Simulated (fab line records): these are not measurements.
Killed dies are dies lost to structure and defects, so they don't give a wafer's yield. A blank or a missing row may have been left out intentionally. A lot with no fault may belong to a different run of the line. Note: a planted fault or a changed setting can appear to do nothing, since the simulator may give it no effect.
Comparing a struck lot with a sound one || flow nand_harc || 15 out of 1302 route steps
Sound: wafers L673.1, L673.4, L673.6. Struck: wafers L679.1, L679.5, L679.6. At the end, the cause is stated.
Each step with rows lists, per side, the tool, then ch with its chambers, then its first start. Under that, the readings that differ: sound wafers || struck wafers || difference of the means || sigmas: that difference in standard deviations of wafers without a fault.
alike: readings whose means differ by less than 2 such deviations, and words and numbers that are the same on both sides. not compared: withheld readings, readings that some wafer has no value for, bounds like >300 that may hide the same value, and numbers for which the record gives no deviation and whose values overlap.
The two part at a step that has a row with sigmas, a row that says differs or no value, or rows on one side only. When numbers do not overlap yet have no deviation, they are printed without sigmas and do not part them. A reading missing from all wafers of one side parts the sides only when that side holds two or more wafers.

first, 1 step without rows for these wafers: NHARC_A_CONTACT_ETCH_75 (etches the open film in CF4, target depth 39 nm, time 65 s).
NHARC_A_CONTACT_ETCH_76: etches the open film in N2/H2, target depth 260 nm, time 475.3 s.
  sound: rie_diel-05 ch 0,2,3; struck: rie_diel-05 ch 0,2,3
  alike: bias_w, chamber_pressure_mTorr, drypump_motor_current_A, n2_flow_sccm, oes_product_au, rf_vpp_V, showerhead_plenum_p_Torr, throttle_valve_pct
  not compared: rf_hours_counter_h
then, 1 step without rows for these wafers: NHARC_A_CONTACT_ETCH_77 (etches the open film in CF4/CHF3, target depth 108.9 nm, time 54.5 s).
NHARC_A_CONTACT_ETCH_78: etches the open film in O2/COS, target depth 5300 nm, time 1378 s.
  sound: rie_diel-05 ch 1,2; struck: rie_diel-05 ch 0,1,2
  alike: bias_w, chamber_pressure_mTorr, drypump_motor_current_A, oes_product_au, rf_vpp_V, showerhead_plenum_p_Torr, throttle_valve_pct
  not compared: rf_hours_counter_h
then, 1 step without rows for these wafers: NHARC_A_CONTACT_ETCH_124 (etches the open film in C4F8/O2/Ar, time 140 s, target depth 700 nm).
NHARC_A_CONTACT_ETCH_125: etches the open film in C4F8/O2/Ar, time 197 s, target depth 1918 nm.
  sound on har_cap_etch-02 ch 0,1, day 28 07:54; struck on har_cap_etch-03 ch 0,1, day 30 09:17
{"reading": "oes_air_line_au (a.u.)", "sound": "1.046 1.003 1.019", "struck": "0.960 0.981 0.984", "difference": -0.048, "sigmas": -2}
  alike: chamber_pressure_mTorr
  not compared: rf_hours_counter_h
then, 1 step without rows for these wafers: NHARC_A_CONTACT_ETCH_126 (etches the open film in C4F8/O2/Ar, time 197 s, target depth 1918 nm).
NHARC_A_CONTACT_ETCH_127: etches the open film in C4F8/O2/Ar, time 197 s, target depth 1918 nm.
  sound on har_cap_etch-02 ch 0,1, day 28 08:23; struck on har_cap_etch-03 ch 0,1, day 30 09:38
  alike: chamber_pressure_mTorr, oes_air_line_au
  not compared: rf_hours_counter_h
then, 1 step without rows for these wafers: NHARC_A_CONTACT_ETCH_128 (etches the open film in C4F8/O2/Ar, time 197 s, target depth 1918 nm).
NHARC_A_CONTACT_ETCH_129: etches the open film in C4F8/O2/Ar, time 197 s, target depth 1918 nm.
  sound on har_cap_etch-02 ch 0,1, day 28 08:51; struck on har_cap_etch-03 ch 0,1, day 30 10:00
  alike: chamber_pressure_mTorr, oes_air_line_au
  not compared: rf_hours_counter_h
then, 2 steps without rows for these wafers: NHARC_A_CONTACT_ETCH_130 (etches the open film in C4F8/O2/Ar, time 197 s, target depth 1918 nm); NHARC_A_CONTACT_ETCH_131 (etches the open film in C4F8/O2/Ar, time 197 s, target depth 1918 nm).
NHARC_A_CONTACT_ETCH_132: etches the open film in C4F8/O2/Ar, time 197 s, target depth 1924 nm.
  sound on har_cap_etch-02 ch 0,1, day 28 09:33; struck on har_cap_etch-03 ch 0,1, day 30 10:32
  no value came back on the struck wafers for chamber_pressure_mTorr (mTorr), oes_air_line_au (a.u.), time_s (s); on the sound wafers chamber_pressure_mTorr (mTorr) reads 20.003 20.024 20.036
  not compared: rf_hours_counter_h
then, 1 step without rows for these wafers: NHARC_A_CONTACT_ETCH_133 (etches the open film in C4F8/O2/Ar, time 374 s, target depth 1610 nm).
-- break in the record here, with 2 days between the starts of the struck wafers on either side (left off in module A_CONTACT, picked up again in module END, where the first step shown is number 1302 on the route) --
NHARC_END_SORT_01:
  only the struck wafers appear in the record here, on prober-02 ch 0 at day 32 21:01; the sound ones have no rows

== WHERE THEY PART ==
Last at NHARC_END_SORT_01 as far as this record goes, first at NHARC_A_CONTACT_ETCH_125.

WHY: what had been put in by the simulator
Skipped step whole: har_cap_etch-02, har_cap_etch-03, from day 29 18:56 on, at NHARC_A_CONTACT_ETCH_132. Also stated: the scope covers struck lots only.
